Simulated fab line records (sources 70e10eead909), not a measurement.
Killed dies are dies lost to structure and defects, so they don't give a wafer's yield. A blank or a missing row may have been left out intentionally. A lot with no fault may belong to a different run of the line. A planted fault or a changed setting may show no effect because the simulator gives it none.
Chamber matching || flow nand_harc || NHARC_A_CONTACT_ETCH_110 on rie_diel-12: 4 sister chambers
The step etches the open film in CF4/O2, target depth 60 nm, overetch 6 nm, time 33 s. 8 wafers are shown with their chamber, then 12 later ones without.

== WAFERS, EACH WITH ITS CHAMBER ==
{"wafer": "L087.1", "chamber": 1, "drypump_motor_current_A (A)": 5.7, "showerhead_plenum_p_Torr (Torr)": 1.40}
{"wafer": "L087.3", "chamber": 2, "drypump_motor_current_A (A)": 5.6, "showerhead_plenum_p_Torr (Torr)": 1.32}
{"wafer": "L091.1", "chamber": 0, "drypump_motor_current_A (A)": 6.1, "showerhead_plenum_p_Torr (Torr)": 1.33}
{"wafer": "L091.4", "chamber": 2, "drypump_motor_current_A (A)": 5.6, "showerhead_plenum_p_Torr (Torr)": 1.32}
{"wafer": "L091.5", "chamber": 3, "drypump_motor_current_A (A)": 6.5, "showerhead_plenum_p_Torr (Torr)": 1.36}
{"wafer": "L092.2", "chamber": 0, "drypump_motor_current_A (A)": 6.0, "showerhead_plenum_p_Torr (Torr)": 1.33}
{"wafer": "L092.3", "chamber": 3, "drypump_motor_current_A (A)": 6.6, "showerhead_plenum_p_Torr (Torr)": 1.36}
{"wafer": "L092.4", "chamber": 1, "drypump_motor_current_A (A)": 5.7, "showerhead_plenum_p_Torr (Torr)": 1.39}

== WAFERS WITHOUT THEIR CHAMBER ==
{"wafer": "L094.1", "drypump_motor_current_A (A)": 5.6, "showerhead_plenum_p_Torr (Torr)": 1.32}
{"wafer": "L094.5", "drypump_motor_current_A (A)": 6.1, "showerhead_plenum_p_Torr (Torr)": 1.33}
{"wafer": "L094.6", "drypump_motor_current_A (A)": 5.7, "showerhead_plenum_p_Torr (Torr)": 1.39}
{"wafer": "L095.1", "drypump_motor_current_A (A)": 5.6, "showerhead_plenum_p_Torr (Torr)": 1.32}
{"wafer": "L095.4", "drypump_motor_current_A (A)": 5.7, "showerhead_plenum_p_Torr (Torr)": 1.39}
{"wafer": "L095.6", "drypump_motor_current_A (A)": 5.6, "showerhead_plenum_p_Torr (Torr)": 1.32}
{"wafer": "L096.1", "drypump_motor_current_A (A)": 6.6, "showerhead_plenum_p_Torr (Torr)": 1.36}
{"wafer": "L096.5", "drypump_motor_current_A (A)": 5.6, "showerhead_plenum_p_Torr (Torr)": 1.32}
{"wafer": "L096.6", "drypump_motor_current_A (A)": 6.1, "showerhead_plenum_p_Torr (Torr)": 1.33}
{"wafer": "L097.2", "drypump_motor_current_A (A)": 5.6, "showerhead_plenum_p_Torr (Torr)": 1.32}
{"wafer": "L097.4", "drypump_motor_current_A (A)": 6.1, "showerhead_plenum_p_Torr (Torr)": 1.33}
{"wafer": "L097.6", "drypump_motor_current_A (A)": 5.6, "showerhead_plenum_p_Torr (Torr)": 1.32}

== EACH ONE'S CHAMBER ==
{"wafer": "L094.1", "from the rows above": 2, "in truth": 2}
{"wafer": "L094.5", "from the rows above": 0, "in truth": 0}
{"wafer": "L094.6", "from the rows above": 1, "in truth": 1}
{"wafer": "L095.1", "from the rows above": 2, "in truth": 2}
{"wafer": "L095.4", "from the rows above": 1, "in truth": 1}
{"wafer": "L095.6", "from the rows above": 2, "in truth": 2}
{"wafer": "L096.1", "from the rows above": 3, "in truth": 3}
{"wafer": "L096.5", "from the rows above": 2, "in truth": 2}
{"wafer": "L096.6", "from the rows above": 0, "in truth": 0}
{"wafer": "L097.2", "from the rows above": 2, "in truth": 2}
{"wafer": "L097.4", "from the rows above": 0, "in truth": 0}
{"wafer": "L097.6", "from the rows above": 2, "in truth": 2}
Placed correctly: 12 of 12. Left unplaced by these rows: 0. Placed wrongly: 0.
How it was worked out, from the rows above alone: a wafer's distance from a chamber is the root of the sum, over the readings, of the square of ((its reading less the chamber's mean) divided by the reading's scatter). If the next closest chamber is less than 2 further off than the closest, the wafer can't be placed; otherwise it belongs to the closest. The mean given for a chamber averages the wafers shown for that chamber. The scatter is the square root of a quotient: the sum, over the shown wafers, of each reading's squared deviation from its chamber's mean, divided by wafers minus chambers.
